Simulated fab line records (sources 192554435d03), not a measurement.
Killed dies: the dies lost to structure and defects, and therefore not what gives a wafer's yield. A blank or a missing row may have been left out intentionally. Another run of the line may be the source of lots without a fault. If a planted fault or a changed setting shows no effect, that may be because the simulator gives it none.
A lot that was struck, set against a sound lot / flow n5 finfet / 16 steps out of a route of 1938
Sound: these wafers, L432.1, L432.3, L432.5. Wafers struck: L429.3, L429.5, L429.6. Last of all comes the cause.
Each step with rows lists, per side, the tool, then ch with its chambers, then its first start. Under that, the readings that differ: sound wafers / struck wafers / difference of the means / sigmas: that difference in standard deviations of wafers without a fault.
alike: a reading whose means differ by less than 2 such deviations, as well as words and numbers matching on both sides. not compared: withheld readings; readings where some wafer has no value; bounds like >300 that might hide an equal value; numbers whose values overlap and for which the record gives no deviation.
A row with sigmas, a row that says differs or no value, or rows on one side alone: a step with any of these is where the two part. Non-overlapping numbers with no deviation appear without sigmas and do not part them. A reading missing from all wafers of one side parts the sides only when that side holds two or more wafers.

first, 4 steps without rows for these wafers: N5_BEOL_M2_HM_STRIP_39 (strips TiN in peroxide tin strip, target depth 25 nm, time 158 s); N5_BEOL_M2_SRD_40 (time 30 s); N5_BEOL_M2_PRECLEAN_42 (cleans in residue remover, time 60 s); N5_BEOL_M2_SRD_43 (time 30 s).
N5_BEOL_M2_CD_MEAS_35: target cd 18 nm, target cd y 22.2 nm.
  sound on cd sem-01 at day 8 23:46; struck on cd sem-01 at day 7 21:18
  alike: cd nm
then, 1 step without rows for these wafers: N5_BEOL_M2_DEGAS_44 (time 60 s).
N5_BEOL_M2_PRE_CLEAN_45: time 30 s.
  sound on pvd sputter-02 at day 9 00:37; struck on pvd sputter-01 at day 7 21:59
  alike: heater power w
then, 1 step without rows for these wafers: N5_BEOL_M2_ALD_84 (deposits TaN, pulse time 2 s, purge time 3 s, co reactant purge time 2 s).
N5_BEOL_M2_SURFACE_TREAT_85:
  sound on pvd sputter-02 at day 9 00:55; struck on pvd sputter-02 at day 7 22:18
  not compared: throttle valve pct
then, 1 step without rows for these wafers: N5_BEOL_M2_CVD_47 (deposits Co from CCTBA/H2, target thk 3 nm, time 223.8 s).
N5_BEOL_M2_SPUTTER_48: material Cu, target thk 4.5 nm, time 8.29 s.
  sound on pvd sputter-01 at day 9 01:16; struck on pvd sputter-02 at day 7 22:36
  alike: chamber pressure pa, chuck gas flow sccm, throttle valve pct
N5_BEOL_M2_ANNEAL_49: time 240 s.
  sound on pvd sputter-01 at day 9 01:20; struck on pvd sputter-02 at day 7 22:41
  alike: heater power w, susceptor_temp_C_max
N5_BEOL_M2_SPUTTER_79: material Cu, target thk 4.5 nm, time 8.29 s.
  sound on pvd sputter-01 at day 9 01:29; struck on pvd sputter-02 at day 7 22:49
  no value came back on the struck wafers for chamber pressure pa (Pa), chuck gas flow sccm (sccm), throttle valve pct (%); on the sound wafers chamber pressure pa (Pa) reads 0.07003 0.06996 0.07007
N5_BEOL_M2_ANNEAL_80: time 240 s.
  sound on pvd sputter-01 at day 9 01:34; struck on pvd sputter-02 at day 7 22:54
  alike: heater power w, susceptor_temp_C_max
N5_BEOL_M4_RC_MEAS_101:
  sound on prober-01 ch 0, day 10 16:01; struck on prober-02 ch 0, day 9 12:45
reading=SS_N (mV/dec); sound=72.8 73.1 72.6; struck=70.8 71.1 71.3; difference=-1.8; sigmas=-3
  alike: DIBL_N, DIBL_P, IOFF_N, IOFF_P, ION_N, ION_P, SS_P, VT_N, VT_P
-- the record jumps here: 5 days lie between the struck wafers' starts before and after (it left off in module BEOL_M4 and takes up again in module PASSIVATION, whose first step shown is number 1936 of the route) --
N5_PASSIVATION_PROBE_49:
  sound on prober-01 at day 15 07:06; struck on prober-01 at day 14 17:27
  alike: defect limited yield, killed_at_M0_to_M3, killed_at_M4_up, killed at contacts, killed at front end, killed at other, killed dies, killed open, killed short, sort_bin_5_function, sort_bin_6_memory, sort n pass, sort yield pct

WHERE THEY PART
Earliest at N5_BEOL_M2_SPUTTER_79; latest, in this record, at N5_BEOL_M4_RC_MEAS_101. Later steps at which nothing parts them and some readings are alike: N5_PASSIVATION_PROBE_49.

WHY: whatever the simulator had introduced
Beginning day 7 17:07, the whole step at N5_BEOL_M2_SPUTTER_79 was skipped on pvd sputter-02. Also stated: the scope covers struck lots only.
